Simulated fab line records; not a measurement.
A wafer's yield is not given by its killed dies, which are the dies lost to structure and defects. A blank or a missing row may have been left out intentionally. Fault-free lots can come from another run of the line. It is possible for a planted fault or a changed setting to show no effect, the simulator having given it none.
Matching of chambers :: flow n5-finfet :: N5_MOL_CONTACT_COAG_CO_FILL_22 on cvd-co-01 has 3 sister chambers
The step material Co, precursor CCTBA/H2, target thk 20 nm. 18 wafers are shown with their chamber, then 8 later ones without.

== WAFERS, EACH WITH ITS CHAMBER ==
wafer: L395.1
chamber: 2
heater-power-w (W): 216

wafer: L395.2
chamber: 1
heater-power-w (W): 223

wafer: L395.5
chamber: 0
heater-power-w (W): 225

wafer: L396.1
chamber: 1
heater-power-w (W): 226

wafer: L396.2
chamber: 2
heater-power-w (W): 206

wafer: L396.6
chamber: 0
heater-power-w (W): 225

wafer: L397.4
chamber: 0
heater-power-w (W): 228

wafer: L397.5
chamber: 2
heater-power-w (W): 207

wafer: L398.1
chamber: 2
heater-power-w (W): 201

wafer: L398.3
chamber: 0
heater-power-w (W): 224

wafer: L398.5
chamber: 0
heater-power-w (W): 222

wafer: L403.1
chamber: 0
heater-power-w (W): 220

wafer: L403.3
chamber: 2
heater-power-w (W): 209

wafer: L403.6
chamber: 0
heater-power-w (W): 221

wafer: L404.1
chamber: 2
heater-power-w (W): 214

wafer: L404.2
chamber: 1
heater-power-w (W): 229

wafer: L404.5
chamber: 0
heater-power-w (W): 224

wafer: L406.1
chamber: 0
heater-power-w (W): 227

SIGNATURES (means of the wafers above)
reading: heater-power-w
chamber 0: 224.00
chamber 1: 226.00
chamber 2: 208.83
scatter within a chamber: 3.87
Rule: distance of a wafer from a chamber = root of the sum over the readings of ((wafer's reading minus chamber's mean) / reading's scatter) squared. If the next closest chamber is less than 2 further off than the closest, the wafer can't be placed; otherwise it belongs to the closest. The scatter is the square root of a quotient: the sum, over the shown wafers, of each reading's squared deviation from its chamber's mean, divided by wafers minus chambers.

== WAFERS WITHOUT THEIR CHAMBER ==
wafer: L406.3
heater-power-w (W): 234

wafer: L406.6
heater-power-w (W): 223

wafer: L414.3
heater-power-w (W): 227

wafer: L414.5
heater-power-w (W): 203

wafer: L414.6
heater-power-w (W): 229

wafer: L415.1
heater-power-w (W): 211

wafer: L415.2
heater-power-w (W): 231

wafer: L415.6
heater-power-w (W): 232

== THE CHAMBER EACH PASSED THROUGH ==
wafer: L406.3
from the rows above: can't be placed: 1 or 0
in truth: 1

wafer: L406.6
from the rows above: can't be placed: 0 or 1
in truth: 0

wafer: L414.3
from the rows above: can't be placed: 1 or 0
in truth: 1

wafer: L414.5
from the rows above: 2
in truth: 2

wafer: L414.6
from the rows above: can't be placed: 1 or 0
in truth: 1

wafer: L415.1
from the rows above: 2
in truth: 2

wafer: L415.2
from the rows above: can't be placed: 1 or 0
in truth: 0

wafer: L415.6
from the rows above: can't be placed: 1 or 0
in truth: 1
2 of 8 placed correctly. Not placeable from these rows: 6 (in 6, the candidates include the true chamber). Wrongly placed: 0.
